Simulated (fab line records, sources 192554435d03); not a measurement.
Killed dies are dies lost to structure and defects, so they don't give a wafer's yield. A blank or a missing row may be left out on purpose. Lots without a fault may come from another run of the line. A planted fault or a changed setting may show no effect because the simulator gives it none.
fab line records | flow n5_finfet
record lots=24 wafers=72 last_day=19
route steps=1938 shown GATE_CUT@516 MOL_CONTACT_COAG@540 BEOL_M0_SAQP@670 BEOL_M0_CUTY@713
lots that met no fault: from a run of the same line without faults
start_h: hours from the record's first day to the start of the lot's first wafer shown | wait_h: hours since the lot's step before | " the same as in the row above | L1.1+2: a row that stands for several wafers | - no value, or no start given | * or withheld: withheld | < > ~ a bound
route shown NAME@n: a module of which the file shows steps, and the number in the route of the first | usual: mean/standard deviation of fault-free wafers | same: alike in all rows | chamber/n: place in a boat | sites: the reading at each site | _std_site: their standard deviation | _edge_site: outer sites' mean less inner sites' | radius_mm: how far each site lies from the wafer's centre | mask NAME#n: copy n | behind: the tool/chamber that last shaped the wafer | hold: why the lot was held/for how many hours/how that ended | device: the transistor (n, p or np) that didn't switch | end of line: the same wafers' tests at the end of the route | a step without rows: its recipe alone | killed: dies lost to structure and defects at the first sort, not the wafer's yield | map: a wafer's dies, x killed, . not, _ none there
set.NAME: the setting as run; set.NAME@STEP: as run at that earlier step | model.NAME: the simulator's own value behind a step, which no gauge read
steps of the route over a sample of lots; a table a step, a row a wafer
services: from which hour (start_h, from the record's first day; less than 0 if before it) a tool's chamber was out of use, for how many hours, and why
## steps
# step N5_GATE_CUT_INSPECT_26
# recipe inspect_instrument=darkfield mode=post_cmp
# usual raw_defect_count=42/17
# columns lot.wafer tool chamber start_h wait_h raw_defect_count
L074.1 defect_inspect-02 - 92.24 0.0 36
L074.5 " - " " 15
L074.6 " - " " 20
L075.2 defect_inspect-01 - 98.10 0.0 28
L075.5 " - " " 14
L075.6 " - " " 33
L076.4 defect_inspect-01 - 107.48 0.0 32
L076.5 " - " " 39
L076.6 " - " " 46
L077.1 defect_inspect-01 - 113.32 0.0 30
L077.3 " - " " 34
L077.6 " - " " 38
L078.4 defect_inspect-02 - 116.59 0.0 51
L078.5 " - " " 61
L078.6 " - " " 61
L079.1 defect_inspect-02 - 118.05 0.0 33
L079.3 " - " " 26
L079.4 " - " " 27
L080.3 defect_inspect-02 - 121.84 0.0 49
L080.4 " - " " 48
L080.5 " - " " 51
L081.2 defect_inspect-02 - 127.81 0.0 27
L081.3 " - " " 38
L081.5 " - " " 47
L082.2 defect_inspect-01 - 133.24 0.0 39
L082.3 " - " " 28
L082.6 " - " " 25
L083.3 defect_inspect-02 - 141.64 0.0 24
L083.4 " - " " 20
L083.5 " - " " 42
L084.1 defect_inspect-01 - 150.32 0.0 39
L084.4 " - " " 40
L084.6 " - " " 19
L085.1 defect_inspect-02 - 159.98 0.0 51
L085.4 " - " " 58
L085.6 " - " " 52
L086.1 defect_inspect-02 - 162.99 0.0 35
L086.2 " - " " 14
L086.3 " - " " 32
L087.1 defect_inspect-01 - 166.65 0.0 43
L087.2 " - " " 71
L087.4 " - " " 22
L088.1 defect_inspect-01 - 172.91 0.0 49
L088.3 " - " " 55
L088.5 " - " " 72
L089.2 defect_inspect-02 - 178.56 0.0 30
L089.3 " - " " 35
L089.6 " - " " 55
L090.1 defect_inspect-01 - 181.50 0.0 72
L090.2 " - " " 51
L090.6 " - " " 60
L091.2 defect_inspect-02 - 187.34 0.0 47
L091.3 " - " " 17
L091.4 " - " " 22
L092.2 defect_inspect-02 - 195.75 0.0 48
L092.4 " - " " 49
L092.6 " - " " 42
L093.1 defect_inspect-01 - 204.98 0.0 41
L093.5 " - " " 33
L093.6 " - " " 21
L094.2 defect_inspect-02 - 208.37 0.0 48
L094.3 " - " " 43
L094.5 " - " " 34
L095.1 defect_inspect-02 - 215.22 0.0 39
L095.2 " - " " 57
L095.4 " - " " 114
L096.1 defect_inspect-01 - 219.26 0.0 64
L096.3 " - " " 60
L096.5 " - " " 46
L097.1 defect_inspect-02 - 225.61 0.0 42
L097.4 " - " " 32
L097.5 " - " " 49
# step N5_MOL_CONTACT_COAG_CD_MEAS_99
# recipe target_cd_nm=17.2 polarity=opening
# usual cd_nm=17.4/0.46
# columns lot.wafer tool chamber start_h wait_h cd_nm
L074.1 cd_sem-01 - 93.06 - 17.5
L074.5 " - " " 17.0
L074.6 " - " " 17.9
L075.2 cd_sem-02 - 98.91 - 16.4
L075.5 " - " " 17.0
L075.6 " - " " 16.8
L076.4 cd_sem-02 - 108.79 - 17.1
L076.5 " - " " 16.8
L076.6 " - " " 17.3
L077.1 cd_sem-01 - 114.26 - 17.9
L077.3 " - " " 17.0
L077.6 " - " " 16.9
L078.4 cd_sem-01 - 117.53 - 17.5
L078.5 " - " " 17.6
L078.6 " - " " 17.2
L079.1 cd_sem-02 - 118.87 - 16.6
L079.3 " - " " 17.1
L079.4 " - " " 17.4
L080.3 cd_sem-02 - 122.79 - 17.6
L080.4 " - " " 17.2
L080.5 " - " " 17.1
L081.2 cd_sem-02 - 128.77 - 17.0
L081.3 " - " " 16.4
L081.5 " - " " 16.5
L082.2 cd_sem-02 - 134.06 - 17.0
L082.3 " - " " 17.3
L082.6 " - " " 17.3
L083.3 cd_sem-01 - 142.46 - 16.9
L083.4 " - " " 17.4
L083.5 " - " " 17.2
L084.1 cd_sem-02 - 151.14 - 16.8
L084.4 " - " " 17.3
L084.6 " - " " 16.8
L085.1 cd_sem-02 - 160.87 - 17.6
L085.4 " - " " 17.2
L085.6 " - " " 18.0
L086.1 cd_sem-01 - 164.15 - 17.3
L086.2 " - " " 17.7
L086.3 " - " " 17.8
L087.1 cd_sem-02 - 167.61 - 17.8
L087.2 " - " " 17.9
L087.4 " - " " 18.5
L088.1 cd_sem-02 - 173.92 - 17.5
L088.3 " - " " 18.4
L088.5 " - " " 17.5
L089.2 cd_sem-01 - 179.42 - 17.4
L089.3 " - " " 17.4
L089.6 " - " " 16.9
L090.1 cd_sem-02 - 182.50 - 17.2
L090.2 " - " " 17.7
L090.6 " - " " 18.3
L091.2 cd_sem-02 - 188.28 - 17.5
L091.3 " - " " 17.1
L091.4 " - " " 17.4
L092.2 cd_sem-01 - 196.69 - 18.1
L092.4 " - " " 17.8
L092.6 " - " " 17.6
L093.1 cd_sem-02 - 205.93 - 17.3
L093.5 " - " " 17.7
L093.6 " - " " 17.3
L094.2 cd_sem-01 - 209.39 - 17.3
L094.3 " - " " 17.1
L094.5 " - " " 17.1
L095.1 cd_sem-01 - 216.03 - 17.3
L095.2 " - " " 16.8
L095.4 " - " " 17.0
L096.1 cd_sem-02 - 220.08 - 18.0
L096.3 " - " " 17.1
L096.5 " - " " 17.3
L097.1 cd_sem-01 - 226.48 - 18.0
L097.4 " - " " 17.7
L097.5 " - " " 17.2
# step N5_MOL_CONTACT_COAG_SPUTTER_130
# recipe material=Co target_thk_a=475 temp_c=25 chamber_pressure_pa=0.5 power_w=3000
# usual chamber_pressure_pa=0.5001/0.0011 substrate_temp_c=24.99/0.1 throttle_valve_pct=30.1/0.68
# columns lot.wafer tool chamber start_h wait_h chamber_pressure_pa substrate_temp_c throttle_valve_pct
L074.1 pvd_sputter-02 - 99.72 0.0 0.5013 24.99 31.7
L074.5 " - " " 0.4989 25.09 30.4
L074.6 " - " " 0.5001 24.82 29.6
L075.2 pvd_sputter-02 - 103.16 0.0 0.5003 25.22 31.7
L075.5 " - " " 0.4986 25.08 29.9
L075.6 " - " " 0.5003 25.05 30.6
L076.4 pvd_sputter-01 - 118.22 0.0 0.4995 24.98 29.8
L076.5 " - " " 0.4987 25.09 29.3
L076.6 " - " " 0.5010 24.86 31.1
L078.4 pvd_sputter-02 - 122.47 0.0 0.4992 25.01 31.6
L078.5 " - " " 0.4998 25.05 31.6
L078.6 " - " " 0.5002 24.88 30.0
L077.1 pvd_sputter-01 - 122.66 0.0 0.5008 25.07 30.9
L077.3 " - " " 0.4988 24.88 31.0
L077.6 " - " " 0.4986 25.00 30.4
L079.1 pvd_sputter-02 - 125.60 0.0 0.5003 25.18 30.7
L079.3 " - " " 0.5005 24.75 29.7
L079.4 " - " " 0.4989 24.94 31.6
L080.3 pvd_sputter-03 - 129.05 0.0 0.4977 24.86 30.2
L080.4 " - " " 0.5002 25.15 29.2
L080.5 " - " " 0.5003 25.02 28.9
L081.2 pvd_sputter-01 - 132.91 0.0 0.4997 25.00 30.8
L081.3 " - " " 0.5016 25.02 30.2
L081.5 " - " " 0.4988 25.09 30.8
L082.2 pvd_sputter-02 - 141.29 0.0 0.4986 25.11 30.0
L082.3 " - " " 0.5011 24.84 30.5
L082.6 " - " " 0.4994 25.18 29.6
L083.3 pvd_sputter-03 - 149.55 0.0 0.4975 25.02 30.6
L083.4 " - " " 0.4985 25.15 29.9
L083.5 " - " " 0.5025 24.98 29.2
L084.1 pvd_sputter-02 - 159.65 0.0 0.4999 25.08 30.1
L084.4 " - " " 0.4992 25.12 29.7
L084.6 " - " " 0.5002 25.04 30.1
L085.1 pvd_sputter-03 - 169.34 0.0 0.5006 25.06 30.0
L085.4 " - " " 0.4964 24.98 29.9
L085.6 " - " " 0.5002 24.83 29.2
L086.1 pvd_sputter-01 - 169.35 0.0 0.5004 25.05 31.3
L086.2 " - " " 0.5010 25.00 31.0
L086.3 " - " " 0.5001 24.86 29.2
L087.1 pvd_sputter-03 - 177.56 0.0 0.5015 25.04 29.7
L087.2 " - " " 0.5007 24.96 29.5
L087.4 " - " " 0.5011 24.96 30.3
L088.1 pvd_sputter-03 - 180.76 0.0 0.4994 24.96 29.7
L088.3 " - " " 0.5002 24.91 30.3
L088.5 " - " " 0.5008 24.99 30.1
L089.2 pvd_sputter-02 - 185.30 0.0 0.4994 24.94 30.6
L089.3 " - " " 0.5006 24.83 29.5
L089.6 " - " " 0.5001 25.01 30.7
L090.1 pvd_sputter-03 - 188.00 0.0 0.4988 24.91 29.3
L090.2 " - " " 0.5005 25.04 29.6
L090.6 " - " " 0.5004 25.04 29.8
L091.2 pvd_sputter-03 - 193.06 0.0 0.5019 25.02 29.4
L091.3 " - " " 0.5012 24.97 30.1
L091.4 " - " " 0.4998 24.98 29.7
L092.2 pvd_sputter-01 - 201.20 0.0 0.4999 25.11 31.0
L092.4 " - " " 0.4986 25.00 30.8
L092.6 " - " " 0.4997 24.95 29.3
L093.1 pvd_sputter-03 - 212.06 0.0 0.4995 25.07 30.0
L093.5 " - " " 0.4999 25.01 29.7
L093.6 " - " " 0.4990 25.00 29.3
L094.2 pvd_sputter-01 - 218.87 0.0 0.4990 24.87 31.2
L094.3 " - " " 0.4990 24.94 29.9
L094.5 " - " " 0.5003 24.99 31.0
L095.1 pvd_sputter-01 - 222.24 0.0 0.5010 24.86 29.3
L095.2 " - " " 0.4991 25.17 30.8
L095.4 " - " " 0.4986 25.03 30.0
L096.1 pvd_sputter-03 - 225.67 0.0 0.5009 24.79 30.3
L096.3 " - " " 0.4993 24.99 29.3
L096.5 " - " " 0.5004 25.00 30.1
L097.1 pvd_sputter-01 - 233.42 0.0 0.5004 25.03 30.7
L097.4 " - " " 0.5006 24.94 30.1
L097.5 " - " " 0.5012 24.95 29.2
# step N5_BEOL_M0_SAQP_RECESS_104
# recipe chemistry=HF/NH3 target=SiO2 target_depth_a=180 afs_cycles=3 temp_c=30 sublimation_temp_c=180 sublimation_time_s=60
# usual drypump_motor_current_A=5.7/0.3
# same sublimation_time_s=60
# columns lot.wafer tool chamber start_h wait_h drypump_motor_current_A
L074.1 vapor_etch-01 0 115.45 0.1 5.8
L074.5 " 1 " " 5.8
L074.6 " 0 " " 5.8
L075.2 vapor_etch-02 0 121.15 0.1 5.2
L075.5 " 1 " " 5.9
L075.6 " 0 " " 5.2
L076.4 vapor_etch-02 1 133.43 0.2 6.0
L076.5 " 1 " " 5.9
L076.6 " 0 " " 5.2
L078.4 vapor_etch-01 1 135.64 0.2 5.8
L078.5 " 0 " " 5.8
L078.6 " 1 " " 5.8
L077.1 vapor_etch-02 1 140.86 0.1 6.0
L077.3 " 1 " " 6.0
L077.6 " 0 " " 5.2
L079.1 vapor_etch-01 0 141.51 0.1 5.7
L079.3 " 1 " " 5.8
L079.4 " 0 " " 5.7
L080.3 vapor_etch-01 1 146.30 0.2 5.8
L080.4 " 0 " " 5.8
L080.5 " 1 " " 5.8
L081.2 vapor_etch-02 0 147.94 0.1 5.2
L081.3 " 0 " " 5.2
L081.5 " 1 " " 5.9
L082.2 vapor_etch-02 0 159.89 0.1 5.3
L082.3 " 0 " " 5.2
L082.6 " 1 " " 5.9
L083.3 vapor_etch-02 0 163.81 0.2 5.2
L083.4 " 1 " " 5.9
L083.5 " 0 " " 5.2
L084.1 vapor_etch-01 1 175.62 0.1 5.8
L084.4 " 1 " " 5.8
L084.6 " 0 " " 5.7
L085.1 vapor_etch-02 1 184.00 0.1 5.9
L085.4 " 0 " " 5.2
L085.6 " 1 " " 5.9
L086.1 vapor_etch-02 0 185.81 0.1 5.2
L086.2 " 1 " " 5.9
L086.3 " 0 " " 5.2
L087.1 vapor_etch-01 1 193.89 0.3 5.8
L087.2 " 0 " " 5.8
L087.4 " 1 " " 5.8
L088.1 vapor_etch-02 1 195.71 0.1 5.9
L088.3 " 1 " " 5.9
L088.5 " 0 " " 5.3
L089.2 vapor_etch-02 1 201.87 0.1 6.0
L089.3 " 0 " " 5.2
L089.6 " 0 " " 5.2
L090.1 vapor_etch-02 0 205.39 0.1 5.2
L090.2 " 1 " " 5.9
L090.6 " 1 " " 5.9
L091.2 vapor_etch-02 0 211.04 0.1 5.2
L091.3 " 1 " " 5.9
L091.4 " 0 " " 5.2
L092.2 vapor_etch-02 1 221.32 0.1 5.9
L092.4 " 0 " " 5.2
L092.6 " 1 " " 5.9
L093.1 vapor_etch-02 0 226.46 0.1 5.2
L093.5 " 0 " " 5.2
L093.6 " 1 " " 5.9
L094.2 vapor_etch-01 1 233.96 0.1 5.8
L094.3 " 0 " " 5.8
L094.5 " 0 " " 5.8
L095.1 vapor_etch-02 0 238.91 0.1 5.2
L095.2 " 1 " " 5.9
L095.4 " 1 " " 5.9
L096.1 vapor_etch-01 0 241.58 0.1 5.8
L096.3 " 1 " " 5.8
L096.5 " 1 " " 5.8
L097.1 vapor_etch-02 0 249.69 0.1 5.3
L097.4 " 1 " " 5.9
L097.5 " 1 " " 5.9
# step N5_BEOL_M0_SAQP_STRIP_108
# recipe chemistry=N2/H2 power_w=500 temp_c=40 pressure_mtorr=50 rf_frequency_hz=6e+07 overash_fraction=0.3 bias_power_w=28 h2_frac=0.5 n2_flow_sccm=300 h2_flow_sccm=300
# usual chamber_pressure_mTorr=50.00/0.069 drypump_motor_current_A=5.5/0.5 oes_product_au=0.81/0.094 rf_vpp_V=121.7/1 showerhead_plenum_p_Torr=3.33/0.1 throttle_valve_pct=18.9/0.43
# columns lot.wafer tool chamber start_h wait_h chamber_pressure_mTorr drypump_motor_current_A oes_product_au rf_hours_counter_h rf_vpp_V showerhead_plenum_p_Torr throttle_valve_pct
L074.1 rie_diel-01 1 116.00 0.0 50.09 5.1 0.76 134 122.3 3.22 19.3
L074.5 " 3 " " 50.00 5.6 0.68 - 121.6 3.41 18.7
L074.6 " 1 " " 50.13 5.1 0.76 - 119.8 3.22 19.4
L075.2 rie_diel-01 1 121.70 0.0 50.04 5.1 0.76 136 121.2 3.22 19.3
L075.5 " 3 " " 49.95 5.6 0.67 - 122.6 3.40 18.7
L075.6 " 0 " " 50.05 5.3 0.69 - 120.4 3.17 19.0
L076.4 rie_diel-01 2 133.88 0.0 50.03 5.5 0.97 - 121.8 3.28 18.7
L076.5 " 0 " " 50.04 5.3 0.69 - 120.9 3.16 19.0
L076.6 " 1 " " 50.05 5.1 0.76 - 120.5 3.21 19.4
L078.4 rie_diel-01 1 136.09 0.0 49.94 5.1 0.75 - 123.0 3.21 19.3
L078.5 " 2 " " 49.94 5.4 0.97 - 121.1 3.28 18.7
L078.6 " 0 " " 50.04 5.4 0.68 - 119.3 3.16 19.0
L077.1 rie_diel-03 1 141.50 0.0 49.97 5.6 0.72 187 123.0 3.34 19.4
L077.3 " 0 " " 49.91 5.0 0.95 12 122.5 3.53 18.0
L077.6 " 2 " " 50.02 5.1 0.83 - 121.6 3.40 18.7
L079.1 rie_diel-03 2 142.10 0.0 49.99 5.1 0.82 94 122.2 3.40 18.7
L079.3 " 1 " " 49.41 5.6 0.73 187 123.0 3.34 19.4
L079.4 " 0 " " 49.99 5.0 0.96 12 121.9 3.53 18.0
L080.3 rie_diel-03 1 146.73 0.0 49.92 5.6 0.73 189 121.0 3.34 19.4
L080.4 " 0 " " 49.96 5.0 0.95 14 122.3 3.53 18.0
L080.5 " 0 " " 50.02 5.0 0.95 - 122.3 3.53 18.0
L081.2 rie_diel-03 1 148.57 0.0 49.94 5.6 0.73 189 120.8 3.34 19.4
L081.3 " 2 " " 50.03 5.1 0.82 96 123.2 3.40 18.7
L081.5 " 0 " " 49.97 5.0 0.95 - 122.9 3.53 18.0
L082.2 rie_diel-01 2 160.44 0.0 50.06 5.4 0.93 16 121.1 3.27 18.7
L082.3 " 1 " " 50.00 5.1 0.74 152 120.3 3.21 19.4
L082.6 " 2 " " 49.99 5.5 0.94 - 121.6 3.27 18.7
L083.3 rie_diel-03 3 164.24 0.0 50.01 6.2 0.83 44 120.1 3.28 18.8
L083.4 " 2 " " 50.06 5.1 0.81 100 121.1 3.40 18.7
L083.5 " 0 " " 50.02 5.0 0.93 - 122.3 3.52 18.0
L084.1 rie_diel-01 1 176.17 0.0 49.99 5.1 0.74 157 121.4 3.20 19.4
L084.4 " 1 " " 50.01 5.1 0.74 - 119.7 3.20 19.4
L084.6 " 3 " " 49.94 5.6 0.95 - 121.3 3.40 18.3
L085.1 rie_diel-04 2 184.55 0.0 49.99 4.7 0.70 210 120.5 3.22 19.2
L085.4 " 3 " " 49.99 6.4 0.76 146 123.6 3.38 19.6
L085.6 " 3 " " 49.98 6.4 0.76 - 121.5 3.38 19.6
L086.1 rie_diel-03 3 186.36 0.0 50.00 6.2 0.83 51 121.8 3.28 18.8
L086.2 " 0 " " 49.98 5.0 0.92 26 122.0 3.52 18.0
L086.3 " 1 " " 50.03 5.6 0.72 200 122.0 3.33 19.4
L087.1 rie_diel-04 3 194.44 0.0 50.02 6.4 0.75 149 122.7 3.38 19.6
L087.2 " 1 " " 50.01 5.6 0.80 141 123.1 3.34 18.8
L087.4 " 0 " " 50.07 5.3 0.91 20 122.4 3.42 19.0
L088.1 rie_diel-04 0 196.26 0.0 49.94 5.3 0.90 20 124.0 3.42 18.9
L088.3 " 1 " " 50.01 5.6 0.79 141 120.7 3.34 18.8
L088.5 " 2 " " 50.00 4.8 0.70 - 122.3 3.22 19.3
L089.2 rie_diel-03 2 202.42 0.0 50.05 5.1 0.81 111 122.9 3.39 18.8
L089.3 " 3 " " 49.89 6.2 0.83 55 121.3 3.28 18.8
L089.6 " 3 " " 49.99 6.2 0.82 - 121.2 3.28 18.8
L090.1 rie_diel-04 0 205.94 0.0 50.04 5.3 0.90 24 122.1 3.42 18.9
L090.2 " 1 " " 50.01 5.7 0.79 144 122.4 3.34 18.8
L090.6 " 2 " " 50.00 4.8 0.70 - 120.3 3.22 19.3
L091.2 rie_diel-04 1 211.69 0.0 50.05 5.7 0.79 146 122.0 3.34 18.8
L091.3 " 3 " " 49.96 6.4 0.75 154 122.1 3.38 19.6
L091.4 " 0 " " 49.97 5.3 0.90 25 123.3 3.42 18.9
L092.2 rie_diel-04 2 221.87 0.0 50.02 4.7 0.70 220 121.9 3.22 19.3
L092.4 " 0 " " 49.93 5.3 0.90 27 121.3 3.42 19.0
L092.6 " 2 " " 50.12 4.8 0.70 - 121.8 3.22 19.3
L093.1 rie_diel-01 3 227.01 0.0 50.01 5.6 0.91 24 122.5 3.39 18.3
L093.5 " 3 " " 49.94 5.6 0.92 - 122.3 3.39 18.4
L093.6 " 2 " " 50.07 5.5 0.90 - 120.4 3.26 18.8
L094.2 rie_diel-03 2 234.87 0.0 49.94 5.1 0.81 118 122.9 3.39 18.8
L094.3 " 0 " " 49.97 5.0 0.90 38 124.2 3.51 18.0
L094.5 " 2 " " 50.03 5.1 0.80 - 123.0 3.39 18.8
L095.1 rie_diel-04 3 239.49 0.0 50.00 6.4 0.74 162 121.7 3.37 19.6
L095.2 " 2 " " 50.01 4.7 0.69 226 120.7 3.21 19.3
L095.4 " 0 " " 49.92 5.3 0.89 33 122.0 3.42 19.0
L096.1 rie_diel-04 2 242.18 0.0 50.04 4.7 0.69 227 119.7 3.21 19.3
L096.3 " 0 " " 49.98 5.3 0.88 34 121.2 3.42 19.0
L096.5 " 2 " " 50.01 4.7 0.69 - 120.5 3.21 19.3
L097.1 rie_diel-01 1 250.25 0.0 50.01 5.1 0.71 185 120.9 3.19 19.4
L097.4 " 1 " " 49.96 5.1 0.72 - 121.4 3.19 19.4
L097.5 " 2 " " 50.05 5.4 0.87 - 122.2 3.25 18.8
# step N5_BEOL_M0_CUTY_ETCH_63
# recipe chemistry=N2/H2 target=SOC target_depth_a=827 overetch_a=165 mask_material=SiARC temp_c=40 ion_energy_ev=200 time_s=124 pressure_mtorr=30 source_w=840 bias_w=150 n2_flow_sccm=200 h2_flow_sccm=200
# usual chamber_pressure_mTorr=30.003/0.029 drypump_motor_current_A=5.6/0.54 oes_product_au=0.64/0.059 rf_vpp_V=524.3/2 showerhead_plenum_p_Torr=2.56/0.073 throttle_valve_pct=17.8/0.32
# columns lot.wafer tool chamber start_h wait_h chamber_pressure_mTorr drypump_motor_current_A oes_product_au rf_hours_counter_h rf_vpp_V showerhead_plenum_p_Torr throttle_valve_pct
L074.1 rie_diel-05 0 118.90 0.0 29.972 6.3 0.66 97 521.5 2.43 17.5
L074.5 " 1 " " 30.051 4.9 0.60 - 522.5 2.54 17.6
L074.6 " 2 " " 30.010 5.9 0.73 - 523.4 2.48 17.4
L075.2 rie_diel-02 1 125.92 0.0 30.010 5.7 0.64 116 524.8 2.57 18.2
L075.5 " 0 " " 29.994 6.2 0.58 - 526.2 2.63 18.2
L075.6 " 1 " " 29.992 5.8 0.64 - 524.0 2.57 18.2
L076.4 rie_diel-02 0 137.11 0.0 30.017 6.2 0.59 204 525.6 2.63 18.2
L076.5 " 1 " " 30.011 5.8 0.64 - 522.6 2.57 18.2
L076.6 " 2 " " 29.976 5.1 0.59 - 526.1 2.67 18.3
L078.4 rie_diel-02 3 139.44 0.0 29.945 5.3 0.56 237 525.1 2.60 18.1
L078.5 " 2 " " 29.998 5.1 0.60 - 523.7 2.66 18.3
L078.6 " 1 " " 29.989 5.8 0.64 - 524.8 2.57 18.2
L077.1 rie_diel-02 0 144.62 0.0 29.968 6.2 0.58 207 527.4 2.62 18.2
L077.3 " 2 " " 29.995 5.1 0.59 182 526.4 2.66 18.3
L077.6 " 3 " " 29.990 5.3 0.57 - 525.8 2.60 18.1
L079.1 rie_diel-06 1 145.13 0.0 30.072 6.5 0.69 63 523.9 2.60 17.5
L079.3 " 0 " " 30.021 5.3 0.62 165 526.0 2.63 17.9
L079.4 " 3 " " 30.006 4.8 0.75 - 522.0 2.49 17.3
L080.3 rie_diel-06 3 149.58 0.0 29.990 4.8 0.74 22 523.0 2.49 17.3
L080.4 " 1 " " 30.059 6.5 0.68 - 524.6 2.60 17.5
L080.5 " 3 " " 29.934 4.8 0.74 - 521.2 2.49 17.3
L081.2 rie_diel-02 1 152.05 0.0 30.026 5.8 0.64 125 524.4 2.57 18.2
L081.3 " 2 " " 30.010 5.1 0.59 185 527.6 2.66 18.3
L081.5 " 3 " " 29.995 5.3 0.57 - 525.1 2.60 18.1
L082.2 rie_diel-02 0 163.71 0.0 29.982 6.2 0.58 213 527.2 2.62 18.2
L082.3 " 1 " " 29.980 5.8 0.63 129 524.4 2.56 18.2
L082.6 " 3 " " 29.965 5.3 0.57 - 526.1 2.60 18.1
L083.3 rie_diel-02 1 167.49 0.0 30.007 5.7 0.63 130 524.3 2.56 18.2
L083.4 " 0 " " 29.967 6.2 0.58 215 526.1 2.62 18.2
L083.5 " 1 " " 29.998 5.7 0.62 - 523.5 2.56 18.2
L084.1 rie_diel-06 1 179.31 0.0 30.055 6.5 0.68 76 524.2 2.59 17.6
L084.4 " 1 " " 29.995 6.5 0.67 - 525.7 2.59 17.5
L084.6 " 3 " " 30.009 4.8 0.73 - 521.7 2.49 17.3
L085.1 rie_diel-06 0 188.42 0.0 29.973 5.3 0.62 179 526.0 2.63 18.0
L085.4 " 2 " " 29.990 5.5 0.79 7 526.1 2.59 17.6
L085.6 " 1 " " 30.022 6.5 0.68 - 524.7 2.59 17.6
L086.1 rie_diel-05 0 189.67 0.0 30.041 6.3 0.64 121 521.8 2.42 17.5
L086.2 " 1 " " 30.019 4.9 0.59 188 522.0 2.53 17.7
L086.3 " 2 " " 29.996 5.9 0.70 60 521.6 2.47 17.5
L087.1 rie_diel-05 3 198.88 0.0 29.983 5.6 0.57 242 525.7 2.60 17.8
L087.2 " 1 " " 29.974 4.9 0.58 192 523.9 2.53 17.7
L087.4 " 0 " " 29.978 6.3 0.64 125 521.1 2.42 17.5
L088.1 rie_diel-05 2 204.96 0.0 30.030 6.0 0.69 66 521.8 2.47 17.5
L088.3 " 0 " " 30.033 6.3 0.64 127 520.3 2.42 17.5
L088.5 " 1 " " 29.978 4.9 0.58 - 523.3 2.53 17.7
L089.2 rie_diel-05 3 206.57 0.0 30.030 5.6 0.57 245 525.6 2.60 17.8
L089.3 " 2 " " 30.002 5.9 0.69 66 523.0 2.47 17.5
L089.6 " 2 " " 29.996 6.0 0.69 - 520.8 2.47 17.5
L090.1 rie_diel-06 3 209.44 0.0 30.041 4.8 0.72 44 521.8 2.48 17.4
L090.2 " 1 " " 30.044 6.5 0.66 86 524.1 2.59 17.6
L090.6 " 1 " " 30.033 6.5 0.67 - 524.7 2.59 17.6
L091.2 rie_diel-05 1 214.68 0.0 29.972 4.9 0.58 199 522.1 2.53 17.7
L091.3 " 2 " " 29.968 5.9 0.69 70 524.0 2.47 17.5
L091.4 " 1 " " 30.045 4.9 0.58 - 523.8 2.53 17.7
L092.2 rie_diel-05 1 224.61 0.0 29.965 4.9 0.57 203 523.2 2.53 17.7
L092.4 " 0 " " 29.996 6.3 0.63 136 522.0 2.42 17.5
L092.6 " 1 " " 30.028 4.9 0.57 - 522.7 2.53 17.7
L093.1 rie_diel-06 1 230.09 0.0 29.954 6.5 0.66 92 524.5 2.59 17.6
L093.5 " 0 " " 30.025 5.3 0.61 - 526.8 2.62 18.0
L093.6 " 1 " " 30.007 6.5 0.66 - 522.8 2.59 17.6
L094.2 rie_diel-05 2 238.65 0.0 30.043 5.9 0.68 80 521.8 2.46 17.5
L094.3 " 0 " " 30.070 6.3 0.63 - 521.4 2.41 17.5
L094.5 " 0 " " 30.030 6.3 0.63 - 520.9 2.41 17.5
L095.1 rie_diel-06 2 242.66 0.0 29.971 5.5 0.74 24 524.0 2.58 17.6
L095.2 " 3 " " 29.992 4.8 0.71 54 523.3 2.48 17.4
L095.4 " 1 " " 29.993 6.5 0.65 96 524.1 2.58 17.6
L096.1 rie_diel-02 3 245.53 0.0 30.027 5.3 0.74 17 525.3 2.59 17.9
L096.3 " 2 " " 30.064 5.1 0.57 219 526.4 2.65 18.3
L096.5 " 2 " " 29.975 5.1 0.57 - 524.7 2.65 18.4
L097.1 rie_diel-06 0 254.01 0.0 30.041 5.3 0.60 201 526.8 2.62 18.0
L097.4 " 2 " " 29.973 5.4 0.73 29 525.4 2.58 17.6
L097.5 " 2 " " 30.017 5.4 0.73 - 525.7 2.58 17.6
## services
# columns tool chamber start_h hours kind
pvd_sputter-01 - 79.04 1.6 repair
rie_diel-06 3 89.22 5.0 repair
rie_diel-03 0 92.95 - clean
rie_diel-03 0 92.95 - consumable_replace:focus_ring
rie_diel-03 0 92.95 - consumable_replace:showerhead
rie_diel-03 0 92.95 12.8 scheduled_down
rie_diel-03 0 92.95 12.8 vent_cycle
rie_diel-04 0 93.96 - clean
rie_diel-04 0 93.96 - consumable_replace:focus_ring
rie_diel-04 0 93.96 15.1 scheduled_down
rie_diel-04 0 93.96 15.1 vent_cycle
rie_diel-04 2 96.27 15.7 repair
rie_diel-05 1 121.32 1.8 repair
rie_diel-04 - 136.35 1.1 repair
pvd_sputter-02 - 146.23 1.1 repair
rie_diel-04 0 152.81 8.1 repair
rie_diel-04 - 167.56 0.5 repair
rie_diel-06 1 173.12 2.4 repair
rie_diel-06 0 174.16 8.3 repair
rie_diel-05 3 211.18 8.2 repair
rie_diel-01 0 223.37 15.1 repair
rie_diel-05 1 231.51 7.3 repair
rie_diel-01 3 232.64 22.4 repair
rie_diel-03 - 244.35 28.1 pm
## key
fault none
